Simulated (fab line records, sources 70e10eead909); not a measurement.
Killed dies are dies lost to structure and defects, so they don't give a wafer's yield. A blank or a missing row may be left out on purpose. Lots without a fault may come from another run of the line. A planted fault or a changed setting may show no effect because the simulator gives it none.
Chamber matching | flow nand_harc | NHARC_A_STAIRCASE_DESCUM_186 on rie_diel-04: 4 sister chambers
The step chemistry O2, time 3 s. 18 wafers are shown with their chamber, then 9 later ones without.

WAFERS WITH THEIR CHAMBER
wafer  | chamber | showerhead_plenum_p_Torr (Torr) | drypump_motor_current_A (A) | rf_vpp_V (V)
L076.1 | 1       | 1.98                            | 6.7                         | 58.6
L076.4 | 0       | 1.79                            | 6.1                         | 57.0
L076.6 | 3       | 1.87                            | 6.0                         | 58.4
L077.1 | 3       | 1.87                            | 6.0                         | 58.7
L077.3 | 0       | 1.79                            | 6.0                         | 58.1
L077.5 | 1       | 1.98                            | 6.8                         | 59.3
L078.2 | 3       | 1.87                            | 6.0                         | 56.7
L078.3 | 1       | 1.97                            | 6.7                         | 58.0
L078.4 | 0       | 1.79                            | 6.0                         | 57.6
L080.3 | 2       | 1.85                            | 6.3                         | 58.6
L080.4 | 3       | 1.86                            | 6.0                         | 57.3
L080.5 | 0       | 1.79                            | 6.1                         | 56.9
L085.1 | 2       | 1.84                            | 6.3                         | 57.4
L085.2 | 0       | 1.78                            | 6.0                         | 55.9
L085.5 | 0       | 1.78                            | 6.0                         | 58.0
L088.2 | 2       | 1.84                            | 6.3                         | 57.3
L088.4 | 3       | 1.85                            | 6.0                         | 57.3
L088.5 | 2       | 1.84                            | 6.3                         | 57.1

SIGNATURES (means of the wafers above)
reading                  | chamber 0 | chamber 1 | chamber 2 | chamber 3 | scatter within a chamber
showerhead_plenum_p_Torr | 1.7867    | 1.9767    | 1.8425    | 1.8640    | 0.00652
drypump_motor_current_A  | 6.033     | 6.733     | 6.300     | 6.000     | 0.0378
rf_vpp_V                 | 57.250    | 58.633    | 57.600    | 57.680    | 0.777
Rule: a wafer's distance from a chamber is the root of the sum, over the readings, of the square of ((its reading less the chamber's mean) divided by the reading's scatter). The wafer belongs to the nearest chamber; if the next one is less than 2 further off, it can't be placed. The scatter: the root of (the sum of the squares of (reading less its chamber's mean) over the shown wafers, divided by (wafers less chambers)).

WAFERS WITHOUT THEIR CHAMBER
wafer  | showerhead_plenum_p_Torr (Torr) | drypump_motor_current_A (A) | rf_vpp_V (V)
L094.1 | 1.83                            | 6.3                         | 58.1
L094.2 | 2.07                            | 6.0                         | 58.3
L094.4 | 1.85                            | 6.0                         | 56.4
L093.1 | 2.07                            | 6.1                         | 58.6
L093.4 | 1.85                            | 6.0                         | 58.1
L093.6 | 2.07                            | 6.0                         | 59.0
L097.1 | 2.07                            | 6.1                         | 58.5
L097.4 | 1.83                            | 6.3                         | 57.8
L097.5 | 2.07                            | 6.1                         | 58.8

WHICH CHAMBER EACH WENT THROUGH
wafer  | from the rows above | in truth
L094.1 | 2                   | 2
L094.2 | 1                   | 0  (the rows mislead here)
L094.4 | 3                   | 3
L093.1 | 1                   | 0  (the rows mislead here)
L093.4 | 3                   | 3
L093.6 | 1                   | 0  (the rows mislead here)
L097.1 | 1                   | 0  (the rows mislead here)
L097.4 | 2                   | 2
L097.5 | 1                   | 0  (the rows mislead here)
Placed correctly: 4 of 9. Can't be placed from these rows: 0. Placed wrongly: 5.
